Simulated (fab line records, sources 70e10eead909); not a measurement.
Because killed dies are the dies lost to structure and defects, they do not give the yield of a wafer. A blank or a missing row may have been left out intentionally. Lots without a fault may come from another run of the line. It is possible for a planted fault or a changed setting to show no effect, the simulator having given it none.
Which tool was responsible? :: flow nandHarc :: 18 wafers from 6 lots sampled at 5 of the route's 1159 steps

== WHAT THE GAUGES READ, wafer by wafer ==
NHARC_END_SORT_01.
lot: L529
measured: day 23 22:02
on: prober-02
killedAtArray: 55 47 52

lot: L534
measured: day 24 19:13
on: prober-02
killedAtArray: 28 24 28

== WHICH TOOL RAN EACH LOT (tool, then ch and the chambers of the sampled wafers, then the start) ==
lot: L511
NHARC_A_SLIT_ETCH_17: harEtch-01 ch 0,1, day 14 15:49
NHARC_A_SLIT_STRIP_18: rieDiel-03 ch 1,2,3, day 15 03:58 or earlier
NHARC_A_WL_FILL_CVD_03: cvdW-02 ch 0,1, day 15 03:58
NHARC_A_WL_FILL_ETCHBACK_05: rieMetal-01 ch 0,1, day 15 07:28

lot: L515
NHARC_A_SLIT_ETCH_17: harEtch-01 ch 0,1, day 15 01:44
NHARC_A_SLIT_STRIP_18: rieDiel-03 ch 0,1,2, day 15 14:17 or earlier
NHARC_A_WL_FILL_CVD_03: cvdW-02 ch 0,1, day 15 14:17
NHARC_A_WL_FILL_ETCHBACK_05: rieMetal-02 ch 0, day 15 17:50

lot: L513
NHARC_A_SLIT_ETCH_17: harEtch-01 ch 0,1, day 15 04:10
NHARC_A_SLIT_STRIP_18: rieDiel-01 ch 0,1,3, day 15 15:50 or earlier
NHARC_A_WL_FILL_CVD_03: cvdW-01 ch 0,1, day 15 15:50
NHARC_A_WL_FILL_ETCHBACK_05: rieMetal-01 ch 0,1, day 15 19:22

lot: L521
NHARC_A_SLIT_ETCH_17: harEtch-01 ch 0, day 17 02:26
NHARC_A_SLIT_STRIP_18: rieDiel-01 ch 1,2,3, day 17 12:45 or earlier
NHARC_A_WL_FILL_CVD_03: cvdW-01 ch 0,1, day 17 12:45
NHARC_A_WL_FILL_ETCHBACK_05: rieMetal-03 ch 0,1, day 17 15:50

lot: L529
NHARC_A_SLIT_ETCH_17: harEtch-02 ch 0,1, day 18 22:28
NHARC_A_SLIT_STRIP_18: rieDiel-03 ch 0,3, day 19 11:17 or earlier
NHARC_A_WL_FILL_CVD_03: cvdW-01 ch 0,1, day 19 11:17
NHARC_A_WL_FILL_ETCHBACK_05: rieMetal-03 ch 0,1, day 19 13:58

lot: L534
NHARC_A_SLIT_ETCH_17: harEtch-01 ch 0,1, day 20 03:16
NHARC_A_SLIT_STRIP_18: rieDiel-03 ch 0,3, day 20 15:57 or earlier
NHARC_A_WL_FILL_CVD_03: cvdW-01 ch 0,1, day 20 15:57
NHARC_A_WL_FILL_ETCHBACK_05: rieMetal-03 ch 0,1, day 20 18:37
- NHARC_A_SLIT_ETCH_17: etches the open film in C4F8/O2/Ar, time 1687.5 s, target depth 10100 nm.
- NHARC_A_SLIT_STRIP_18: strips in O2.
- NHARC_A_WL_FILL_CVD_03: deposits W, target thk 40 nm, time 3302 s.
- NHARC_A_WL_FILL_ETCHBACK_05: etches the open film in Cl2/BCl3, target depth 22 nm, time 60 s.

== THE ANSWER, worked out from the rows above alone ==
Rule: what is usual is taken from the lots themselves. The widest of any qualifying gaps counts: lots, ordered by their means at a reading, are off when they make up no more than a third of the lots, leave a main group of 4 or more, and stand apart from it by 3 or more times the standard deviation of that group's means. A main group whose means are all the same, to the digits that the tables above print for the reading, isn't used. Also off: a lot with no number at a reading for which 4 or more lots have one. The other lots that the step has rows for count as sound.
No lot is off on any of the readings shown, so nothing can be concluded from this.

== WHAT WAS PUT IN BY THE SIMULATOR ==
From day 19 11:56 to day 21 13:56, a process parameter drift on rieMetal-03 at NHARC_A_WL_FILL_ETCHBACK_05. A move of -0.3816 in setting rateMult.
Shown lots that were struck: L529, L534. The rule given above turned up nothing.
